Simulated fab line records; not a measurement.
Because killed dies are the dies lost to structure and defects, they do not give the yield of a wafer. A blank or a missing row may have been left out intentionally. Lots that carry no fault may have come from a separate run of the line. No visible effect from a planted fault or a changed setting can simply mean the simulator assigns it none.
Split-lot trial + flow n5-finfet + 21 wafers read from 7 lots, route of 1938 steps

## ABOUT THE SPLIT
At N5_BEOL_M5_COAT_71 (time 60 s, resist thk 5 nm), the setting spin-rpm was moved away from the recipe's 1500 rpm on 10 of the 21 wafers read, by -9.5% to +10.8%. For the rest of the wafers, this setting stayed at what the recipe calls for.

## FROM THE SPLIT TO THE READING: what the file shows between them, 3 steps
- N5_BEOL_M5_COAT_05: resist thk 30 nm
- N5_BEOL_M5_EBR_07
- N5_BEOL_M5_DESCUM_16: chemistry O2, time 7 s

## THE READING
etch.depth-nm (the simulator's own value, which no gauge read), in nm, at N5_BEOL_M5_ETCH_72 (etches underlayer in N2/H2, target depth 6.5 nm, time 5.2 s). The file gives no usual value for it. Average 5.015 nm, standard deviation 0.014 nm, over the 11 wafers here run with the recipe.

| wafer  | tool, chamber at the split | spin-rpm as run, rpm | against the recipe | etch.depth-nm, nm | against lot-mates on the recipe |
|--------|----------------------------|----------------------|--------------------|-------------------|---------------------------------|
| L077.1 | litho-track-03, 0          | 1363                 | -9.1%              | 5.239             | no lot-mate on the recipe       |
| L077.2 | litho-track-03, 0          | 1363                 | -9.1%              | 5.264             | no lot-mate on the recipe       |
| L077.6 | litho-track-03, 0          | 1363                 | -9.1%              | 5.245             | no lot-mate on the recipe       |
| L078.1 | litho-track-03, 0          | 1405                 | -6.3%              | 5.169             | +0.169                          |
| L078.2 | litho-track-03, 0          | 1500                 | recipe             | 5.001             | -                               |
| L078.5 | litho-track-03, 0          | 1500                 | recipe             | 4.999             | -                               |
| L085.1 | litho-track-02, 0          | 1500                 | recipe             | 5.026             | -                               |
| L085.3 | litho-track-02, 0          | 1358                 | -9.5%              | 5.26              | +0.234                          |
| L085.6 | litho-track-02, 0          | 1358                 | -9.5%              | 5.271             | +0.245                          |
| L086.1 | litho-track-03, 0          | 1440                 | -4.0%              | 5.114             | +0.096                          |
| L086.4 | litho-track-03, 0          | 1440                 | -4.0%              | 5.107             | +0.089                          |
| L086.5 | litho-track-03, 0          | 1500                 | recipe             | 5.018             | -                               |
| L087.3 | litho-track-01, 0          | 1500                 | recipe             | 5.026             | -                               |
| L087.5 | litho-track-01, 0          | 1500                 | recipe             | 5.026             | -                               |
| L087.6 | litho-track-01, 0          | 1500                 | recipe             | 5.011             | -                               |
| L092.3 | litho-track-01, 0          | 1500                 | recipe             | 5.041             | -                               |
| L092.4 | litho-track-01, 0          | 1662                 | +10.8%             | 4.792             | -0.249                          |
| L092.5 | litho-track-01, 0          | 1662                 | +10.8%             | 4.787             | -0.254                          |
| L095.3 | litho-track-01, 0          | 1500                 | recipe             | 4.994             | -                               |
| L095.4 | litho-track-01, 0          | 1500                 | recipe             | 5.013             | -                               |
| L095.5 | litho-track-01, 0          | 1500                 | recipe             | 5.008             | -                               |

THE FIT
A straight line over all 21 wafers: etch.depth-nm changes by -0.0238 nm for each +1% of spin-rpm; r = -0.99; the points scatter about the line by 0.017 nm.
The same after taking each lot's own level away (the mean of its wafers on the recipe; 18 wafers): -0.0242 nm for each +1%; r = -1.00; scatter 0.008 nm.
On that fit, the largest move of spin-rpm shifts the reading by 0.26 nm.
The lots' own levels span 5.0000 to 5.0410 nm, that is 3.0 times the standard deviation above.
Hence the lot-to-lot level has little effect on the slope; both slopes agree.
Check: -0.264 nm against its lot-mates is what the line predicts for one of the wafers moved furthest among these (+10.8%) when that wafer is left out of the fit. Against them it came out at -0.249 nm.

## ADDITIONAL SPLITS CARRIED BY THESE WAFERS
These wafers also went through other splits before the reading. Each is held against what the fit with the lots' levels taken away leaves over:
| other split on the same wafers | wafers away from the commonest value | r with etch.depth-nm (lot level and that fit taken away) |
|--------------------------------|--------------------------------------|----------------------------------------------------------|
| N5_BEOL_M2_COAT_62 spin-rpm    | 8                                    | -0.13                                                    |
| N5_BEOL_M3_ETCH_64 time-s      | 7                                    | -0.15                                                    |
| N5_BEOL_M3_COAT_67 spin-rpm    | 6                                    | -0.31                                                    |
| N5_BEOL_M5_COAT_59 spin-rpm    | 4                                    | -0.08                                                    |

## FILE'S OWN FIT
etch.depth-nm changes by -0.0245 nm for each +1% of spin-rpm, r = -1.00.
